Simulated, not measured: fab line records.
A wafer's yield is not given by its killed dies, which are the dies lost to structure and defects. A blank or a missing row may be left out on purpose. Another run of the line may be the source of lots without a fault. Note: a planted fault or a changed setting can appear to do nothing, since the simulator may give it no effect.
Chamber matching ; flow nand_harc ; NHARC_A_BONDPAD_CMP_29 on cmp-04: 4 sister chambers
The step polishes SiCN, target thk 200 nm. 4 wafers are shown with their chamber, then 7 later ones without.

## WAFERS WITH THEIR CHAMBER
wafer;chamber;motor_current_A (A)
L941.1;2;13.1
L941.3;3;10.6
L938.4;1;12.9
L938.5;0;11.3

## WAFERS MISSING THEIR CHAMBER
wafer;motor_current_A (A)
L938.6;13.3
L942.3;11.9
L942.4;12.8
L942.6;12.5
L954.1;10.5
L954.2;13.3
L954.6;13.3

## EACH ONE'S CHAMBER
wafer;from the rows above;in truth
L938.6;can't be placed: 2 or 1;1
L942.3;can't be placed: 0 or 1 or 2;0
L942.4;can't be placed: 1 or 2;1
L942.6;can't be placed: 1 or 2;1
L954.1;3;3
L954.2;can't be placed: 2 or 1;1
L954.6;can't be placed: 2 or 1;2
Correctly placed: 1 of 7. Cannot be placed on the basis of these rows: 6; the candidates contain the true chamber in 6. Wrongly placed: 0.
How it was worked out, from the rows above alone: a wafer's distance from a chamber is the root of the sum, over the readings, of the square of ((its reading less the chamber's mean) divided by the reading's scatter). If the next closest chamber is less than 2 further off than the closest, the wafer can't be placed; otherwise it belongs to the closest. A chamber's mean is the mean of its shown wafers. The scatter (one wafer shown for each chamber): square how far every hidden wafer sits from the nearest shown wafer, average those squares and take the square root.
